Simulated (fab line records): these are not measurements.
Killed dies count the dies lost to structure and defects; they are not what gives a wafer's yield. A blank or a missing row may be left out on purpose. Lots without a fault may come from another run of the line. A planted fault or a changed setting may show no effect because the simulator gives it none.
A struck lot beside a sound one | flow nand harc | 40 steps out of a route of 1302
Sound: the wafers L352.3, L352.4, L352.6. Struck: wafer L368.2 (left out: L368.1, L368.4 of the same lot, which were not struck); the cause appears at the end.
For every step that has rows: the tool of each side, followed by ch and its chambers, followed by its first start. Under that, the readings that differ: sound wafers | struck wafers | difference of the means | sigmas: that difference in standard deviations of wafers without a fault.
alike: readings whose means differ by less than 2 such deviations, and words and numbers that are the same on both sides. not compared: withheld readings, readings that some wafer has no value for, bounds like >300 that may hide the same value, and numbers for which the record gives no deviation and whose values overlap.
The two part at a step that has a row with sigmas, a row that says differs or no value, or rows on one side only. When numbers do not overlap yet have no deviation, they are printed without sigmas and do not part them. Lack of a reading on every wafer of one side parts them only where that side has two or more wafers.

first, 3 steps without rows for these wafers: NHARC_A_BLC_STRIP_29 (strips in CF4); NHARC_A_BLC_STRIP_21 (strips in O2); NHARC_A_BLC_STRIP_22 (strips in post etch residue remover, time 600 s).
NHARC_A_BLC_DEGAS_30: time 60 s.
  sound on pvd sputter-01, day 23 02:43; struck on pvd sputter-03, day 28 23:10
  alike: heater power w
then, 3 steps without rows for these wafers: NHARC_A_BLC_PRE_CLEAN_31 (time 15 s); NHARC_A_BLC_PVD_32 (deposits Ti, target thk 5 nm, time 17.7 s); NHARC_A_BLC_ALD_23 (deposits TiN, target thk 3 nm, pulse time 1 s, ald cycles 150).
NHARC_A_BLC_CVD_24: deposits W, target thk 150 nm, time 434 s.
  sound: cvd w-02 ch 0,1; struck: cvd w-02 ch 0
  alike: heater power w, throttle valve pct
NHARC_A_BLC_CMP_25: polishes, t overpolish 30 s, target thk 150 nm.
  sound on cmp-01 ch 0,1, day 23 03:43; struck on cmp-01 ch 1, day 29 00:10
  alike: edge zone pressure frac, motor current A, overpolish run s, slurry flow ml min, time to endpoint s
next, for these wafers, 1 step has no rows: NHARC_A_BLC_SRD_27.
NHARC_A_BLC_INSPECT_28:
  sound on defect inspect-02, day 23 04:05; struck on defect inspect-01, day 29 00:33
  alike: raw defect count
NHARC_A_M0_DEP_00: deposits SiOC, target thk 150 nm.
  sound on pecvd-04 ch 0,1,2, day 23 04:15; struck on pecvd-01 ch 0,1, day 29 00:40
then, 9 steps without rows for these wafers: NHARC_A_M0_DEHYDRATE_01 (time 120 s); NHARC_A_M0_HMDS_02 (time 30 s); NHARC_A_M0_COAT_33 (time 65 s); NHARC_A_M0_COAT_03 (resist thk 90 nm); NHARC_A_M0_SOFTBAKE_04 (time 55 s); NHARC_A_M0_EBR_05; NHARC_A_M0_EXPOSE_06 (exposes mask A M0, target cd 80 nm); NHARC_A_M0_PEB_07 (peb time 65 s); NHARC_A_M0_DEVELOP_08 (develop time 35 s).
NHARC_A_M0_CD_MEAS_09: the cd target is 80 nm.
  sound on cd sem-03 ch 0, day 23 05:00; struck on cd sem-01 ch 0, day 29 01:29
  alike: cd nm
NHARC_A_M0_OVL_MEAS_10: pitch 160 nm.
  sound on overlay-01, day 23 05:05; struck on overlay-02, day 29 01:34
  alike: overlay x nm, overlay y nm
NHARC_A_M0_INSPECT_11:
  sound on defect inspect-02, day 23 05:07; struck on defect inspect-01, day 29 01:37
  alike: raw defect count
then, 3 steps without rows for these wafers: NHARC_A_M0_DESCUM_14 (chemistry O2, time 3 s); NHARC_A_M0_ETCH_34 (etches the open film in N2/H2, target depth 40 nm, overetch 12 nm, time 43.94 s); NHARC_A_M0_ETCH_15 (etches the open film in C4F8/Ar, target depth 150 nm, overetch 15 nm, time 82.5 s).
NHARC_A_M0_CD_MEAS_16:
  sound on cd sem-02, day 23 05:32; struck on cd sem-02, day 29 01:58
  alike: cd nm
then, 4 steps without rows for these wafers: NHARC_A_M0_STRIP_18 (strips in N2/H2); NHARC_A_M0_STRIP_19 (strips in post etch residue remover, time 600 s); NHARC_A_M0_DEGAS_28 (time 60 s); NHARC_A_M0_PRE_CLEAN_29 (time 30 s).
NHARC_A_M0_PVD_20: deposits TaN, target thk 5 nm, time 8.06 s.
  sound on pvd sputter-01; struck on pvd sputter-01
  alike: throttle valve pct
then, 2 steps without rows for these wafers: NHARC_A_M0_PVD_21 (deposits Cu, target thk 30 nm, time 20.49 s); NHARC_A_M0_ECD_22 (material Cu, target thk 400 nm).
NHARC_A_M0_ANNEAL_30: time 90 s.
  sound on rtp anneal-01 ch 0, day 23 07:07; struck on rtp anneal-01 ch 0, day 29 03:28
  alike: wafer_temp_C_max
then, 2 steps without rows for these wafers: NHARC_A_M0_CMP_23 (polishes, t overpolish 20 s, target thk 113.75 nm); NHARC_A_M0_SRD_25.
NHARC_A_M0_INSPECT_27:
  sound on defect inspect-02, day 23 07:49; struck on defect inspect-02, day 29 04:18
  alike: raw defect count
NHARC_END_SORT_01:
  here the record holds rows for the struck wafers (prober-02 ch 0, day 31 00:13) but none for the sound ones

== WHERE THEY PART ==
NHARC_END_SORT_01 only, going by this record.

WHY: what the simulator had put in
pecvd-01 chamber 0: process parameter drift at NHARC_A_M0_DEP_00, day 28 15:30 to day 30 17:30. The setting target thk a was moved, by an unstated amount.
